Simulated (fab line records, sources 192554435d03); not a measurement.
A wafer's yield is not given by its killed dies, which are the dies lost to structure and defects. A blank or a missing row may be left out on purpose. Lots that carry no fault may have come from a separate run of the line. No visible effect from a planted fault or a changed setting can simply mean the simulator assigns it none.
The tool behind it: which one? -- flow n5 finfet -- 72 wafers from 24 lots sampled at 6 of the route's 1938 steps

== WHAT EACH GAUGE READ, for each wafer ==
N5_BEOL_M3_INSPECT_59: inspects for defects (darkfield).
lot,measured,on,raw defect count
L074,day 7 15:40,defect inspect-02,57 82 61
L075,day 7 22:39,defect inspect-01,68 85 74
L076,day 9 01:41,defect inspect-01,80 56 105
L078,day 9 03:01,defect inspect-01,96 67 81
L081,day 9 05:17,defect inspect-01,66 84 122
L077,day 9 05:20,defect inspect-02,71 45 64
L079,day 9 07:55,defect inspect-01,70 94 62
L080,day 9 08:14,defect inspect-02,51 59 42
L082,day 9 08:31,defect inspect-01,52 43 65
L083,day 9 15:10,defect inspect-02,57 57 57
L084,day 9 19:22,defect inspect-01,62 69 46
L085,day 10 17:23,defect inspect-01,77 66 44
L086,day 11 00:47,defect inspect-02,62 53 68
L087,day 11 04:22,defect inspect-02,65 76 94
L088,day 11 15:52,defect inspect-01,76 50 73
L091,day 11 19:16,defect inspect-01,67 51 65
L089,day 11 21:52,defect inspect-01,122 95 44
L090,day 12 03:13,defect inspect-01,68 46 74
L093,day 12 12:38,defect inspect-01,63 49 88
L092,day 12 14:02,defect inspect-02,66 79 61
L094,day 12 17:23,defect inspect-02,85 114 122
L095,day 13 05:50,defect inspect-01,66 51 81
L097,day 13 13:31,defect inspect-02,92 59 60
L096,day 13 16:52,defect inspect-02,161 83 90

== WHAT TOOL EACH LOT RAN ON (gives the tool, then ch and the chambers of the sampled wafers, and finally the start) ==
lot,N5_BEOL_M3_DEGAS_44,N5_BEOL_M3_PRE_CLEAN_45,N5_BEOL_M3_SURFACE_TREAT_85,N5_BEOL_M3_ANNEAL_91,N5_BEOL_M3_CMP_52
L074,"pvd sputter-02, day 7 11:57","pvd sputter-02, day 7 11:59","pvd sputter-01, day 7 12:31","pvd sputter-03, day 7 14:01","cmp-03 ch 0,1, day 7 15:05"
L075,"pvd sputter-01, day 7 17:51","pvd sputter-01, day 7 17:53","pvd sputter-01, day 7 18:29","pvd sputter-02, day 7 20:56","cmp-03 ch 1,2, day 7 22:03"
L076,"pvd sputter-02, day 8 21:46","pvd sputter-02, day 8 21:49","pvd sputter-02, day 8 22:25","pvd sputter-02, day 9 00:02","cmp-01 ch 0,3, day 9 01:08"
L078,"pvd sputter-02, day 8 22:27","pvd sputter-02, day 8 22:29","pvd sputter-01, day 8 23:39","pvd sputter-01, day 9 01:20","cmp-01 ch 1,3, day 9 02:28"
L081,"pvd sputter-03, day 9 01:28","pvd sputter-03, day 9 01:31","pvd sputter-02, day 9 01:59","pvd sputter-01, day 9 03:29","cmp-01 ch 0,1,3, day 9 04:37"
L077,"pvd sputter-02, day 9 01:29","pvd sputter-02, day 9 01:32","pvd sputter-01, day 9 01:59","pvd sputter-03, day 9 03:31","cmp-04 ch 2,3, day 9 04:47"
L079,"pvd sputter-03, day 9 04:31","pvd sputter-03, day 9 04:34","pvd sputter-01, day 9 04:51","pvd sputter-03, day 9 06:16","cmp-04 ch 1,2,3, day 9 07:28"
L080,"pvd sputter-03, day 9 04:36","pvd sputter-03, day 9 04:38","pvd sputter-03, day 9 05:03","pvd sputter-02, day 9 06:31","cmp-03 ch 2,3, day 9 07:37"
L082,"pvd sputter-03, day 9 04:55","pvd sputter-03, day 9 04:57","pvd sputter-02, day 9 05:15","pvd sputter-01, day 9 06:41","cmp-01 ch 0,1,2, day 9 07:55"
L083,"pvd sputter-03, day 9 11:40","pvd sputter-03, day 9 11:42","pvd sputter-03, day 9 12:04","pvd sputter-01, day 9 13:30","cmp-04 ch 0,3, day 9 14:38"
L084,"pvd sputter-03, day 9 15:35","pvd sputter-03, day 9 15:37","pvd sputter-01, day 9 15:57","pvd sputter-01, day 9 17:34","cmp-01 ch 1,3, day 9 18:49"
L085,"pvd sputter-02, day 10 13:41","pvd sputter-02, day 10 13:44","pvd sputter-03, day 10 14:07","pvd sputter-02, day 10 15:43","cmp-03 ch 0,2, day 10 16:47"
L086,"pvd sputter-01, day 10 19:23","pvd sputter-01, day 10 19:25","pvd sputter-01, day 10 20:16","pvd sputter-03, day 10 22:56","cmp-04 ch 0,1, day 11 00:11"
L087,"pvd sputter-02, day 11 00:02","pvd sputter-02, day 11 00:04","pvd sputter-02, day 11 00:33","pvd sputter-03, day 11 02:41","cmp-01 ch 1,2, day 11 03:47"
L088,"pvd sputter-03, day 11 10:17","pvd sputter-03, day 11 10:20","pvd sputter-02, day 11 10:50","pvd sputter-02, day 11 13:59","cmp-03 ch 1,2,3, day 11 15:05"
L091,"pvd sputter-02, day 11 15:30","pvd sputter-02, day 11 15:32","pvd sputter-02, day 11 15:54","pvd sputter-02, day 11 17:34","cmp-01 ch 1,2, day 11 18:40"
L089,"pvd sputter-01, day 11 18:29","pvd sputter-01, day 11 18:32","pvd sputter-01, day 11 18:49","pvd sputter-01, day 11 20:13","cmp-04 ch 2,3, day 11 21:17"
L090,"pvd sputter-03, day 11 23:38","pvd sputter-03, day 11 23:41","pvd sputter-03, day 12 00:02","pvd sputter-03, day 12 01:32","cmp-01 ch 1,2,3, day 12 02:41"
L093,"pvd sputter-01, day 12 09:11","pvd sputter-01, day 12 09:13","pvd sputter-02, day 12 09:30","pvd sputter-01, day 12 10:58","cmp-04 ch 1,2, day 12 12:04"
L092,"pvd sputter-01, day 12 09:24","pvd sputter-01, day 12 09:26","pvd sputter-03, day 12 10:46","pvd sputter-03, day 12 12:23","cmp-01 ch 0,1,3, day 12 13:29"
L094,"pvd sputter-02, day 12 13:41","pvd sputter-02, day 12 13:44","pvd sputter-02, day 12 14:13","pvd sputter-02, day 12 15:43","cmp-03 ch 0,1,3, day 12 16:52"
L095,"pvd sputter-03, day 13 02:20","pvd sputter-03, day 13 02:22","pvd sputter-02, day 13 02:41","pvd sputter-03, day 13 04:11","cmp-01 ch 0,1,2, day 13 05:22"
L097,"pvd sputter-01, day 13 09:25","pvd sputter-01, day 13 09:27","pvd sputter-01, day 13 09:50","pvd sputter-01, day 13 11:27","cmp-03 ch 2,3, day 13 12:50"
L096,"pvd sputter-01, day 13 12:26","pvd sputter-01, day 13 12:28","pvd sputter-01, day 13 13:04","pvd sputter-01, day 13 15:02","cmp-03 ch 1,2, day 13 16:16"
- N5_BEOL_M3_DEGAS_44: time 60 s.
- N5_BEOL_M3_PRE_CLEAN_45: time 30 s.
- N5_BEOL_M3_SURFACE_TREAT_85
- N5_BEOL_M3_ANNEAL_91: time 240 s.
- N5_BEOL_M3_CMP_52: polishes, stops on SiOC, t overpolish 6.8 s, target thk 40 nm.

== AS READ BY THE TOOLS THEMSELVES (means over the sampled wafers that have a number; for cases with no such wafer, the mark the record gives instead) ==
N5_BEOL_M3_DEGAS_44.
lot,tool,heater power w (W)
L074,pvd sputter-02,351
L075,pvd sputter-01,313
L076,pvd sputter-02,366
L078,pvd sputter-02,371
L081,pvd sputter-03,332
L077,pvd sputter-02,343
L079,pvd sputter-03,335
L080,pvd sputter-03,295
L082,pvd sputter-03,309
L083,pvd sputter-03,354
L084,pvd sputter-03,351
L085,pvd sputter-02,393
L086,pvd sputter-01,325
L087,pvd sputter-02,341
L088,pvd sputter-03,324
L091,pvd sputter-02,369
L089,pvd sputter-01,335
L090,pvd sputter-03,288
L093,pvd sputter-01,330
L092,pvd sputter-01,335
L094,pvd sputter-02,364
L095,pvd sputter-03,314
L097,pvd sputter-01,333
L096,pvd sputter-01,352

N5_BEOL_M3_PRE_CLEAN_45.
lot,tool,heater power w (W)
L074,pvd sputter-02,347
L075,pvd sputter-01,310
L076,pvd sputter-02,365
L078,pvd sputter-02,372
L081,pvd sputter-03,328
L077,pvd sputter-02,340
L079,pvd sputter-03,335
L080,pvd sputter-03,297
L082,pvd sputter-03,307
L083,pvd sputter-03,355
L084,pvd sputter-03,341
L085,pvd sputter-02,403
L086,pvd sputter-01,328
L087,pvd sputter-02,333
L088,pvd sputter-03,328
L091,pvd sputter-02,370
L089,pvd sputter-01,338
L090,pvd sputter-03,287
L093,pvd sputter-01,327
L092,pvd sputter-01,336
L094,pvd sputter-02,364
L095,pvd sputter-03,307
L097,pvd sputter-01,332
L096,pvd sputter-01,352

N5_BEOL_M3_SURFACE_TREAT_85.
lot,tool,ar flow sccm (sccm)
L074,pvd sputter-01,29.84
L075,pvd sputter-01,29.96
L076,pvd sputter-02,29.91
L078,pvd sputter-01,30.04
L081,pvd sputter-02,29.95
L077,pvd sputter-01,30.02
L079,pvd sputter-01,29.98
L080,pvd sputter-03,29.99
L082,pvd sputter-02,29.97
L083,pvd sputter-03,29.93
L084,pvd sputter-01,30.00
L085,pvd sputter-03,30.07
L086,pvd sputter-01,30.01
L087,pvd sputter-02,30.04
L088,pvd sputter-02,30.04
L091,pvd sputter-02,29.93
L089,pvd sputter-01,30.01
L090,pvd sputter-03,30.04
L093,pvd sputter-02,30.02
L092,pvd sputter-03,30.02
L094,pvd sputter-02,30.01
L095,pvd sputter-02,30.06
L097,pvd sputter-01,29.97
L096,pvd sputter-01,29.92

N5_BEOL_M3_ANNEAL_91.
lot,tool,heater power w (W)
L074,pvd sputter-03,772
L075,pvd sputter-02,1000
L076,pvd sputter-02,839
L078,pvd sputter-01,857
L081,pvd sputter-01,860
L077,pvd sputter-03,838
L079,pvd sputter-03,795
L080,pvd sputter-02,922
L082,pvd sputter-01,847
L083,pvd sputter-01,861
L084,pvd sputter-01,851
L085,pvd sputter-02,898
L086,pvd sputter-03,716
L087,pvd sputter-03,773
L088,pvd sputter-02,917
L091,pvd sputter-02,908
L089,pvd sputter-01,865
L090,pvd sputter-03,678
L093,pvd sputter-01,857
L092,pvd sputter-03,771
L094,pvd sputter-02,859
L095,pvd sputter-03,816
L097,pvd sputter-01,852
L096,pvd sputter-01,867

N5_BEOL_M3_CMP_52.
lot,tool,barrier field endpoint s (s),motor current A (A),overpolish run s (s),slurry flow ml min,time to endpoint s (s)
L074,cmp-03,23.6,5.5,6.791,149.7,56
L075,cmp-03,24.1,5.8,6.797,150.1,61
L076,cmp-01,23.8,6.0,6.804,150.7,57
L078,cmp-01,23.9,5.8,6.795,150.2,59
L081,cmp-01,24.0,6.0,6.805,150.2,57
L077,cmp-04,25.1,6.1,6.805,150.5,63
L079,cmp-04,24.3,6.2,6.796,150.3,62
L080,cmp-03,25.2,6.5,6.798,150.2,65
L082,cmp-01,24.2,5.7,6.799,150.2,60
L083,cmp-04,24.2,5.4,6.787,149.7,60
L084,cmp-01,24.4,5.9,6.799,150.2,62
L085,cmp-03,24.5,6.8,6.798,150.0,64
L086,cmp-04,23.7,5.9,6.810,150.5,57
L087,cmp-01,23.8,5.6,6.792,149.9,59
L088,cmp-03,25.1,6.3,6.801,150.3,67
L091,cmp-01,24.7,5.3,6.797,149.4,64
L089,cmp-04,24.3,6.2,6.793,150.4,59
L090,cmp-01,25.0,5.6,6.800,149.9,64
L093,cmp-04,23.9,6.4,6.804,149.8,56
L092,cmp-01,24.8,6.1,6.811,150.3,61
L094,cmp-03,24.3,6.1,6.796,150.2,63
L095,cmp-01,25.3,5.7,6.792,149.6,61
L097,cmp-03,25.3,6.9,6.791,149.9,69
L096,cmp-03,25.1,5.8,6.803,149.0,63

== THE ANSWER, worked out from the rows above alone ==
Rule: the usual values come from the lots themselves. The widest of any qualifying gaps counts: lots, ordered by their means at a reading, are off when they make up no more than a third of the lots, leave a main group of 4 or more, and stand apart from it by 3 or more times the standard deviation of that group's means. If all means in a main group match to the digits the tables above print for the reading, that group is not used. Also off: a lot with no number at a reading for which 4 or more lots have one. Any other lot the step has rows for is counted as sound. First the gauges in route order, then the tools' own readings, where a lot's mean is used as printed above. At the first step where some lot is off, the reading lying furthest off is the one used; lots without a number count as furthest.
Nothing can be told from this: no lot is off at any reading shown.

== WHAT THE SIMULATOR HAD PUT IN ==
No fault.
